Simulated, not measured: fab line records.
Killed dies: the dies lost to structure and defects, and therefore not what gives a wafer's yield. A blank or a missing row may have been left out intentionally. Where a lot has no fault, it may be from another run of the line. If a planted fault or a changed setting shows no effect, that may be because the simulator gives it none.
Chamber matching || flow nand harc || pecvd-04 running NHARC_A_STAIRCASE_DEP_471: 3 sister chambers
The step deposits SiO2, target thk 100 nm. 3 wafers are shown with their chamber, then 8 later ones without.

EACH WAFER AND ITS CHAMBER
{"wafer": "L083.2", "chamber": 0, "throttle valve pct (%)": 15.4}
{"wafer": "L090.4", "chamber": 2, "throttle valve pct (%)": 16.4}
{"wafer": "L091.1", "chamber": 1, "throttle valve pct (%)": 15.0}

WAFERS WHOSE CHAMBER IS MISSING
{"wafer": "L091.2", "throttle valve pct (%)": 15.4}
{"wafer": "L091.3", "throttle valve pct (%)": 16.7}
{"wafer": "L097.2", "throttle valve pct (%)": 15.9}
{"wafer": "L097.5", "throttle valve pct (%)": 16.0}
{"wafer": "L097.6", "throttle valve pct (%)": 14.9}
{"wafer": "L096.1", "throttle valve pct (%)": 15.0}
{"wafer": "L096.2", "throttle valve pct (%)": 16.0}
{"wafer": "L096.6", "throttle valve pct (%)": 14.9}

WHICH CHAMBER EACH ONE RAN IN
{"wafer": "L091.2", "from the rows above": "can't be placed: 0 or 1", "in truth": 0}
{"wafer": "L091.3", "from the rows above": 2, "in truth": 2}
{"wafer": "L097.2", "from the rows above": "can't be placed: 2 or 0 or 1", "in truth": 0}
{"wafer": "L097.5", "from the rows above": "can't be placed: 2 or 0", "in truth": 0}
{"wafer": "L097.6", "from the rows above": "can't be placed: 1 or 0", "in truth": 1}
{"wafer": "L096.1", "from the rows above": "can't be placed: 1 or 0", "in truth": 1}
{"wafer": "L096.2", "from the rows above": "can't be placed: 2 or 0", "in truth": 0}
{"wafer": "L096.6", "from the rows above": "can't be placed: 1 or 0", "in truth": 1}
Correctly placed: 1 of 8. Not placeable from these rows: 7 (in 7, the candidates include the true chamber). Placed wrongly: 0.
How it was worked out, from the rows above alone: a wafer's distance from a chamber is the root of the sum, over the readings, of the square of ((its reading less the chamber's mean) divided by the reading's scatter). The wafer belongs to the nearest chamber; if the next one is less than 2 further off, it can't be placed. The mean given for a chamber averages the wafers shown for that chamber. The scatter: with one shown wafer a chamber, the root of the mean of the squares of how far each hidden wafer lies from its nearest shown one.
